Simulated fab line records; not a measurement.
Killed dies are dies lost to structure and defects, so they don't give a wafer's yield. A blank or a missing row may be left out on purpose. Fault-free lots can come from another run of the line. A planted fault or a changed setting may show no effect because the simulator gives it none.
fab line records	flow n5Finfet
[record] lots = 10	wafers = 30	lastDay = 17
route steps=1938 shown BEOL_M1@819 BEOL_M4@1111 PASSIVATION@1936
lots untouched by any fault: they come from a run of this same line in which no faults occurred
startH: hours from the record's opening day to when the first of the lot's shown wafers began	waitH: how many hours have passed since the lot's step before this one	" as in the row above	L1.1+2: a row that stands for several wafers	- no value, or no start given	* or withheld: withheld	< > ~ a bound
route shown NAME@n: names a module that has steps shown in the file, with the first one's number in the route	usual: mean/standard deviation of fault-free wafers	same: alike in all rows	chamber/n: place in a boat	sites: readings site by site	_std_site: how widely they spread, as a standard deviation	_edge_site: outer sites' mean less inner sites'	radiusMm: how far each site lies from the wafer's centre	mask NAME#n: copy n	behind: the tool/chamber that last shaped the wafer	hold: what put the lot on hold/how long, in hours/how the hold closed	device: names the non-switching transistor (n, p or np)	end of line: at the end of the route, the tests of the same wafers	for a step that has no rows: nothing shown but its recipe	killed: the dies lost at the first sort to structure and to defects; this is not the yield of the wafer	map: the dies of a wafer, with x for killed, . for not killed, _ for no die there
set.NAME: the run value of the setting; set.NAME@STEP: its run value at that earlier step	model.NAME: the simulator's own value behind a step, which no gauge read
route steps across a sampled set of lots; one table per step, one row per wafer
services: a tool's chamber out of use, with start hour (startH, from the record's first day; less than 0 if before it), hours out, and reason
[[steps]]
[step N5_BEOL_M1_ANNEAL_82]
[recipe] tempC = 400	timeS = 240	ambient = vacuum
[usual] heaterPowerW = 845/86
lot.wafer	tool	chamber	startH	waitH	heaterPowerW
L552.1	pvdSputter-02	-	142.08	0.0	1005
L552.4	"	-	"	"	782
L552.6	"	-	"	"	799
L553.1	pvdSputter-01	-	145.55	0.0	958
L553.5	"	-	"	"	736
L553.6	"	-	"	"	861
L555.1	pvdSputter-02	-	145.68	0.0	974
L555.3	"	-	"	"	914
L555.6	"	-	"	"	837
L558.2	pvdSputter-03	-	171.50	0.0	891
L558.5	"	-	"	"	859
L558.6	"	-	"	"	909
L563.1	pvdSputter-02	-	199.20	0.0	824
L563.2	"	-	"	"	793
L563.6	"	-	"	"	797
L565.2	pvdSputter-03	-	208.39	0.0	867
L565.3	"	-	"	"	908
L565.5	"	-	"	"	851
L566.2	pvdSputter-03	-	222.49	0.0	852
L566.4	"	-	"	"	860
L566.6	"	-	"	"	880
L567.2	pvdSputter-01	-	232.33	0.0	953
L567.3	"	-	"	"	850
L567.5	"	-	"	"	968
L568.2	pvdSputter-03	-	232.65	0.0	744
L568.4	"	-	"	"	865
L568.6	"	-	"	"	842
L574.1	pvdSputter-02	-	264.42	0.0	1001
L574.2	"	-	"	"	787
L574.4	"	-	"	"	912
[step N5_BEOL_M1_SPUTTER_92]
[recipe] material = Cu	targetThkA = 45	tempC = -20	chamberPressurePa = 0.07	powerW = withheld	timeS = 8.29
[usual] chamberPressurePa = 0.07002/0.00013	chuckGasFlowSccm = 1.27/0.053	throttleValvePct = 29.5/1.2
lot.wafer	tool	chamber	startH	waitH	chamberPressurePa	chuckGasFlowSccm	throttleValvePct
L552.1	pvdSputter-02	-	142.88	0.1	0.06996	1.25	28.1
L552.4	"	-	"	"	0.06988	1.33	28.1
L552.6	"	-	"	"	0.06996	1.24	27.8
L553.1	pvdSputter-01	-	146.42	0.1	0.07016	1.22	30.7
L553.5	"	-	"	"	0.06986	1.34	28.9
L553.6	"	-	"	"	0.06992	1.34	27.0
L555.1	pvdSputter-02	-	146.48	0.1	0.07007	1.29	28.0
L555.3	"	-	"	"	0.06995	1.40	30.3
L555.6	"	-	"	"	0.07006	1.34	30.0
L558.2	pvdSputter-03	-	172.30	0.1	0.07003	1.25	29.8
L558.5	"	-	"	"	0.0702	1.31	30.7
L558.6	"	-	"	"	0.06995	1.27	30.0
L563.1	pvdSputter-02	-	200.00	0.1	0.07015	1.27	30.1
L563.2	"	-	"	"	0.07011	1.16	28.0
L563.6	"	-	"	"	0.07002	1.20	28.1
L565.2	pvdSputter-03	-	209.29	0.1	0.06988	1.26	30.6
L565.3	"	-	"	"	0.06987	1.27	29.9
L565.5	"	-	"	"	0.07004	1.32	29.7
L566.2	pvdSputter-03	-	223.29	0.1	0.07009	1.33	29.9
L566.4	"	-	"	"	0.07026	1.25	30.6
L566.6	"	-	"	"	0.07008	1.30	30.8
L567.2	pvdSputter-01	-	233.13	0.1	0.06997	1.37	30.9
L567.3	"	-	"	"	0.06995	1.20	27.0
L567.5	"	-	"	"	0.07004	1.23	31.0
L568.2	pvdSputter-03	-	233.45	0.1	0.07003	1.20	29.5
L568.4	"	-	"	"	0.07027	1.25	29.8
L568.6	"	-	"	"	0.07008	1.31	29.6
L574.1	pvdSputter-02	-	265.22	0.1	0.07001	1.26	28.1
L574.2	"	-	"	"	0.06987	1.23	27.8
L574.4	"	-	"	"	0.06999	1.29	30.4
[step N5_BEOL_M1_SPUTTER_94]
[recipe] material = Cu	targetThkA = 45	tempC = -20	chamberPressurePa = 0.07	powerW = withheld	timeS = 8.29
[usual] chamberPressurePa = 0.07001/0.00012	chuckGasFlowSccm = 1.27/0.056	throttleValvePct = 29.5/1.2
lot.wafer	tool	chamber	startH	waitH	chamberPressurePa	chuckGasFlowSccm	throttleValvePct
L552.1	pvdSputter-02	-	143.10	0.1	0.07005	1.28	28.1
L552.4	"	-	"	"	0.07013	1.36	28.0
L552.6	"	-	"	"	0.06991	1.30	27.8
L553.1	pvdSputter-01	-	146.65	0.1	0.06996	1.28	31.1
L553.5	"	-	"	"	0.06991	1.14	28.9
L553.6	"	-	"	"	0.06978	1.28	26.8
L555.1	pvdSputter-02	-	146.70	0.1	0.07006	1.29	28.4
L555.3	"	-	"	"	0.07002	1.33	30.2
L555.6	"	-	"	"	0.07008	1.27	29.5
L558.2	pvdSputter-03	-	172.52	0.1	0.07019	1.32	29.7
L558.5	"	-	"	"	0.07014	1.28	30.7
L558.6	"	-	"	"	0.07007	1.20	30.0
L563.1	pvdSputter-02	-	200.22	0.1	0.06997	1.32	29.4
L563.2	"	-	"	"	0.06992	1.25	27.9
L563.6	"	-	"	"	0.07013	1.21	28.0
L565.2	pvdSputter-03	-	209.54	0.1	0.07003	1.37	30.7
L565.3	"	-	"	"	0.07005	1.24	29.9
L565.5	"	-	"	"	0.07007	1.24	29.9
L566.2	pvdSputter-03	-	223.51	0.1	0.07013	1.29	29.6
L566.4	"	-	"	"	0.06994	1.37	30.7
L566.6	"	-	"	"	0.07002	1.27	30.9
L567.2	pvdSputter-01	-	233.35	0.1	0.07005	1.16	30.9
L567.3	"	-	"	"	0.07012	1.26	27.3
L567.5	"	-	"	"	0.0701	1.20	30.8
L568.2	pvdSputter-03	-	233.67	0.1	0.07019	1.16	29.5
L568.4	"	-	"	"	0.07004	1.30	29.5
L568.6	"	-	"	"	0.07026	1.26	29.5
L574.1	pvdSputter-02	-	265.44	0.1	0.06996	1.28	28.3
L574.2	"	-	"	"	0.06984	1.23	28.1
L574.4	"	-	"	"	0.06994	1.22	30.4
[step N5_BEOL_M1_SPUTTER_96]
[recipe] material = Cu	targetThkA = 45	tempC = -20	chamberPressurePa = 0.07	powerW = withheld	timeS = 8.29
[usual] chamberPressurePa = 0.07002/0.00013	chuckGasFlowSccm = 1.27/0.051	throttleValvePct = 29.5/1.2
lot.wafer	tool	chamber	startH	waitH	chamberPressurePa	chuckGasFlowSccm	throttleValvePct
L552.1	pvdSputter-02	-	143.32	0.1	0.07018	1.24	28.2
L552.4	"	-	"	"	0.06997	1.22	27.8
L552.6	"	-	"	"	0.06998	1.24	28.0
L553.1	pvdSputter-01	-	146.89	0.1	0.07005	1.26	30.8
L553.5	"	-	"	"	0.07008	1.21	29.1
L553.6	"	-	"	"	0.07023	1.25	27.2
L555.1	pvdSputter-02	-	146.92	0.1	0.06992	1.20	28.4
L555.3	"	-	"	"	0.07013	1.28	30.4
L555.6	"	-	"	"	0.0701	1.28	29.7
L558.2	pvdSputter-03	-	172.74	0.1	0.06998	1.27	29.9
L558.5	"	-	"	"	0.07001	1.29	30.7
L558.6	"	-	"	"	0.06992	1.33	30.2
L563.1	pvdSputter-02	-	200.44	0.1	0.07	1.28	29.8
L563.2	"	-	"	"	0.0701	1.10	28.0
L563.6	"	-	"	"	0.07022	1.25	27.9
L565.2	pvdSputter-03	-	209.78	0.1	-	-	-
L565.3	"	-	"	"	-	-	-
L565.5	"	-	"	"	-	-	-
L566.2	pvdSputter-03	-	223.73	0.1	-	-	-
L566.4	"	-	"	"	-	-	-
L566.6	"	-	"	"	-	-	-
L567.2	pvdSputter-01	-	233.57	0.1	-	-	-
L567.3	"	-	"	"	-	-	-
L567.5	"	-	"	"	-	-	-
L568.2	pvdSputter-03	-	233.89	0.1	0.06991	1.32	29.1
L568.4	"	-	"	"	0.07015	1.24	29.5
L568.6	"	-	"	"	0.06982	1.21	29.8
L574.1	pvdSputter-02	-	265.66	0.1	0.06986	1.27	28.1
L574.2	"	-	"	"	0.06997	1.33	27.8
L574.4	"	-	"	"	0.06988	1.23	30.7
[step N5_BEOL_M4_RC_MEAS_101]
[usual] DIBL_N = 35.7/1.3	DIBL_P = 36.0/1.6	IOFF_N = 0.154/0.025	IOFF_P = 0.21/0.034	ION_N = 675/9.7	ION_P = 465/7.4	SS_N = 71.3/0.55	SS_P = 73.1/0.52	VT_N = 250/3	VT_P = -249/3.6
lot.wafer	tool	chamber	startH	waitH	DIBL_N[mV/V]	DIBL_P[mV/V]	IOFF_N[nA/um]	IOFF_P[nA/um]	ION_N[uA/um]	ION_P[uA/um]	SS_N[mV/dec]	SS_P[mV/dec]	VT_N[mV]	VT_P[mV]
L552.1	prober-01	0	175.43	0.0	33.9	34.2	0.125	0.19	661	463	71.2	72.3	254	-249
L552.4	"	0	"	"	33.9	34.5	0.125	0.19	667	458	70.9	73.0	254	-251
L552.6	"	0	"	"	33.6	34.4	0.123	0.18	663	451	70.6	72.5	254	-253
L553.1	prober-02	0	180.97	0.0	36.9	37.2	0.169	0.21	677	463	71.0	74.0	245	-251
L553.5	"	0	"	"	35.7	36.3	0.149	0.19	678	464	71.1	72.9	250	-253
L553.6	"	0	"	"	36.6	36.6	0.161	0.20	678	460	71.0	73.4	247	-251
L555.1	prober-02	0	182.81	0.0	35.0	35.1	0.139	0.21	682	471	71.7	72.5	250	-248
L555.3	"	0	"	"	37.3	38.5	0.175	0.26	674	465	72.3	74.1	250	-245
L555.6	"	0	"	"	36.0	36.1	0.154	0.22	671	460	72.0	72.7	251	-248
L558.2	prober-01	0	214.44	0.2	34.2	34.8	0.125	0.21	667	469	71.0	72.6	251	-248
L558.5	"	0	"	"	35.7	36.5	0.151	0.23	676	465	71.8	73.2	251	-247
L558.6	"	0	"	"	34.2	35.4	0.129	0.21	662	465	71.3	72.9	254	-247
L563.1	prober-01	0	236.37	0.0	35.5	34.5	0.131	0.17	669	456	70.7	74.0	254	-256
L563.2	"	0	"	"	37.2	36.2	0.157	0.20	670	454	71.0	73.5	250	-255
L563.6	"	0	"	"	36.6	35.7	0.153	0.18	685	458	71.5	74.0	249	-255
L565.2	prober-02	0	242.71	0.2	37.6	37.7	0.174	0.25	689	475	71.1	72.6	246	-246
L565.3	"	0	"	"	37.9	37.9	0.182	0.23	676	463	71.7	73.7	247	-249
L565.5	"	0	"	"	38.0	38.6	0.188	0.26	684	474	72.4	73.0	247	-246
L566.2	prober-02	0	270.21	0.2	33.4	33.0	0.112	0.17	668	469	70.9	73.2	256	-252
L566.4	"	0	"	"	34.0	33.0	0.117	0.16	665	460	70.6	72.9	253	-253
L566.6	"	0	"	"	34.2	33.6	0.121	0.17	664	456	70.5	73.1	253	-255
L567.2	prober-01	0	270.96	0.2	36.2	37.7	0.176	0.23	683	464	71.5	73.4	246	-247
L567.3	"	0	"	"	34.1	35.5	0.140	0.20	684	473	71.0	73.2	249	-249
L567.5	"	0	"	"	34.1	35.8	0.139	0.20	678	469	71.4	73.7	248	-247
L568.2	prober-01	0	278.21	0.2	36.0	35.6	0.168	0.22	683	467	71.6	73.3	249	-247
L568.4	"	0	"	"	35.8	35.8	0.165	0.22	678	471	71.2	73.4	247	-248
L568.6	"	0	"	"	36.1	35.7	0.170	0.22	682	469	71.2	73.1	248	-246
L574.1	prober-02	0	302.38	0.0	36.9	35.3	0.160	0.20	671	459	71.9	72.7	249	-252
L574.2	"	0	"	"	36.3	35.5	0.151	0.19	673	467	71.9	72.9	249	-252
L574.4	"	0	"	"	37.2	36.2	0.168	0.21	680	459	71.7	73.7	249	-251
[step N5_PASSIVATION_PROBE_49]
[usual] defectLimitedYield = 91.6/1.4	killed_at_M0_to_M3 = 35/10	killed_at_M4_up = 13/5.3	killedAtContacts = 12/5.9	killedAtFrontEnd = 36/9.9	killedAtOther = 3.2/3	killedDies = 99/16	killedOpen = 66/12	killedShort = 32/7.7	sort_bin_5_function = 4.9/0.91	sort_bin_6_memory = 3.2/0.65	sortNPass = 1081/16	sortYieldPct = 91.6/1.4
[same] grossDies = 1180	killedAtBackSide = 0	sort_bin_4_leakage[%] = 0	sort_bin_8_speed[%] = 0
lot.wafer	tool	chamber	startH	waitH	defectLimitedYield[%]	killed_at_M0_to_M3	killed_at_M4_up	killedAtContacts	killedAtFrontEnd	killedAtOther	killedDies	killedOpen	killedShort	sort_bin_5_function[%]	sort_bin_6_memory[%]	sortNPass	sortYieldPct[%]
L553.1	prober-01	-	286.69	0.0	92.6	28	8	5	44	2	87	52	34	3.5	3.4	1093	92.6
L553.5	prober-01	-	286.89	0.2	92.3	32	9	7	42	1	91	69	21	5.1	2.3	1089	92.3
L553.6	prober-01	-	286.94	0.3	92.9	38	9	7	29	1	84	54	30	4.2	2.7	1096	92.9
L555.1	prober-01	-	287.86	0.0	92.1	29	15	22	22	5	93	65	28	4.9	2.7	1087	92.1
L555.3	prober-01	-	287.96	0.1	92.5	41	5	8	32	3	89	56	33	4.8	2.5	1091	92.5
L555.6	prober-01	-	288.11	0.3	91.5	42	6	20	30	2	100	66	33	4.9	3.1	1080	91.5
L565.2	prober-01	-	350.30	0.1	90.8	48	13	11	33	4	109	59	39	5.3	3.7	1071	90.8
L565.3	prober-01	-	350.35	0.1	90.5	45	6	19	42	0	112	60	45	5.5	4.0	1068	90.5
L565.5	prober-01	-	350.45	0.2	92.5	35	15	9	29	1	89	50	31	4.3	2.7	1091	92.5
L566.2	prober-01	-	376.24	0.1	93.0	29	7	13	34	0	83	46	31	4.7	2.1	1097	93.0
L566.4	prober-01	-	376.34	0.2	91.9	30	7	20	35	3	95	58	30	5.1	2.7	1085	91.9
L566.6	prober-01	-	376.44	0.3	94.3	18	7	23	15	4	67	44	17	3.1	2.5	1113	94.3
L567.2	prober-02	-	382.73	0.1	91.2	43	9	12	37	3	104	66	29	5.3	3.1	1076	91.2
L567.3	prober-02	-	382.78	0.1	90.9	38	10	9	44	6	107	74	30	5.5	3.4	1073	90.9
L567.5	prober-02	-	382.88	0.2	90.3	47	9	20	36	3	115	79	30	5.3	4.2	1065	90.3
// killed by level:class
L553.1 FIN_SAQP:geometricParticle:short=9 FIN_SAQP:geometricParticle:open=8 BEOL_M1:geometricParticle:open=6 STI_FIN_REVEAL:geometricParticle:open=5 STI_FIN_REVEAL:geometricParticle:short=5 BEOL_M2:geometricParticle:open=5 DUMMY_GATE:geometricParticle:open=4 MOL_CONTACT_COAG:geometricParticle:open=4
L553.5 STI_FIN_REVEAL:geometricParticle:open=14 BEOL_M3:geometricParticle:open=14 FIN_SAQP:geometricParticle:open=13 MOL_CONTACT_COAG:geometricParticle:open=5 BEOL_M0_SAQP:geometricParticle:open=5 BEOL_M0_SAQP:geometricParticle:short=5 FIN_SAQP:geometricParticle:short=4 BEOL_M4:geometricParticle:open=3
L553.6 BEOL_M3:geometricParticle:open=10 GATE_CUT:geometricParticle:short=7 BEOL_M2:geometricParticle:open=7 BEOL_M0_SAQP:geometricParticle:open=6 FIN_SAQP:geometricParticle:open=5 MOL_CONTACT_COAG:geometricParticle:open=5 STI_FIN_REVEAL:geometricParticle:open=4 BEOL_M0_SAQP:geometricParticle:short=3
L555.1 MOL_CONTACT_COAG:geometricParticle:open=19 BEOL_M0_SAQP:geometricParticle:open=7 BEOL_M2:geometricParticle:open=7 BEOL_M4:geometricParticle:open=7 GATE_CUT:geometricParticle:short=6 BEOL_M3:geometricParticle:open=5 FIN_SAQP:geometricParticle:short=4 FIN_SAQP:geometricParticle:open=3
L555.3 BEOL_M0_SAQP:geometricParticle:open=14 FIN_SAQP:geometricParticle:short=10 MOL_CONTACT_COAG:geometricParticle:open=7 BEOL_M1:geometricParticle:open=6 BEOL_M2:geometricParticle:open=6 FIN_SAQP:geometricParticle:open=5 GATE_CUT:geometricParticle:short=5 BEOL_M0_SAQP:geometricParticle:short=5
L555.6 MOL_CONTACT_COAG:geometricParticle:open=16 BEOL_M0_SAQP:geometricParticle:open=12 BEOL_M1:geometricParticle:open=9 GATE_CUT:geometricParticle:short=8 DUMMY_GATE:geometricParticle:open=7 BEOL_M3:geometricParticle:open=7 FIN_SAQP:geometricParticle:short=6 BEOL_M1:geometricParticle:short=6
L565.2 BEOL_M3:geometricParticle:open=12 FIN_SAQP:geometricParticle:short=11 MOL_CONTACT_COAG:geometricParticle:open=10 BEOL_M1:interfaceVoidOpened=10 BEOL_M0_SAQP:geometricParticle:open=8 BEOL_M0_SAQP:geometricParticle:short=8 STARTING-WAFER:geometricParticle:open=5 GATE_CUT:geometricParticle:short=4
L565.3 FIN_SAQP:geometricParticle:short=18 MOL_CONTACT_COAG:geometricParticle:open=17 BEOL_M0_SAQP:geometricParticle:short=12 BEOL_M0_SAQP:geometricParticle:open=11 BEOL_M1:interfaceVoidOpened=7 BEOL_M2:geometricParticle:open=6 GATE_CUT:geometricParticle:short=6 FIN_SAQP:geometricParticle:open=4
L565.5 BEOL_M0_SAQP:geometricParticle:short=8 MOL_CONTACT_COAG:geometricParticle:open=7 BEOL_M1:geometricParticle:open=7 STI_FIN_REVEAL:geometricParticle:open=6 BEOL_M0_SAQP:geometricParticle:open=6 DUMMY_GATE:geometricParticle:short=5 BEOL_M4:geometricParticle:short=5 FIN_SAQP:geometricParticle:open=4
L566.2 BEOL_M2:geometricParticle:open=11 GATE_CUT:geometricParticle:short=9 MOL_CONTACT_COAG:geometricParticle:open=9 BEOL_M1:geometricParticle:open=6 BEOL_M1:interfaceVoidOpened=5 MOL_CONTACT_COAG:geometricParticle:short=4 STARTING-WAFER:geometricParticle:open=4 BEOL_M5:geometricParticle:short=3
L566.4 MOL_CONTACT_COAG:geometricParticle:open=12 STI_FIN_REVEAL:geometricParticle:open=9 MOL_CONTACT_COAG:geometricParticle:short=8 BEOL_M2:geometricParticle:open=8 BEOL_M1:interfaceVoidOpened=6 BEOL_M1:geometricParticle:open=5 BEOL_M4:geometricParticle:open=5 DUMMY_GATE:geometricParticle:open=4
L566.6 MOL_CONTACT_COAG:geometricParticle:open=20 BEOL_M2:geometricParticle:open=7 BEOL_M1:interfaceVoidOpened=5 MOL_CONTACT_COAG:geometricParticle:short=3 STARTING-WAFER:geometricParticle:open=3 STARTING-WAFER:geometricParticle:short=3 ILD0:geometricParticle:open=2 BEOL_M1:geometricParticle:open=2
L567.2 BEOL_M3:geometricParticle:open=10 DUMMY_GATE:geometricParticle:open=9 BEOL_M1:interfaceVoidOpened=9 MOL_CONTACT_COAG:geometricParticle:open=9 BEOL_M0_SAQP:geometricParticle:open=7 FIN_SAQP:geometricParticle:short=6 BEOL_M4:geometricParticle:open=6 GATE_CUT:geometricParticle:open=5
L567.3 STI_FIN_REVEAL:geometricParticle:open=11 BEOL_M0_SAQP:geometricParticle:short=8 BEOL_M3:geometricParticle:open=8 FIN_SAQP:geometricParticle:open=7 DUMMY_GATE:geometricParticle:open=7 BEOL_M0_SAQP:geometricParticle:open=7 MOL_CONTACT_COAG:geometricParticle:open=7 BEOL_M1:geometricParticle:open=6
L567.5 MOL_CONTACT_COAG:geometricParticle:open=19 BEOL_M3:geometricParticle:open=17 BEOL_M0_SAQP:geometricParticle:open=11 BEOL_M0_SAQP:geometricParticle:short=8 FIN_SAQP:geometricParticle:short=7 FIN_SAQP:geometricParticle:open=6 BEOL_M1:interfaceVoidOpened=6 BEOL_M5:geometricParticle:open=5
[[services]]
tool	chamber	startH	hours	kind
pvdSputter-01	-	130.76	1.0	repair
[[key]]
[firstSign] step = N5_BEOL_M1_SPUTTER_96	reading = toolRecord	direction = missing
effect none on later readings
metAt N5_BEOL_M1_SPUTTER_96
struckLots L565,L566,L567
notActingAt N5_BEOL_M1_ANNEAL_82,N5_BEOL_M1_SPUTTER_92,N5_BEOL_M1_SPUTTER_94
onsetBetween 172.74 209.78
[fault] kind = skippedStepWhole	tool = pvdSputter-01,pvdSputter-03	chamber = -	onsetH = 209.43	steps = N5_BEOL_M1_SPUTTER_96	scope = struckLotsOnly
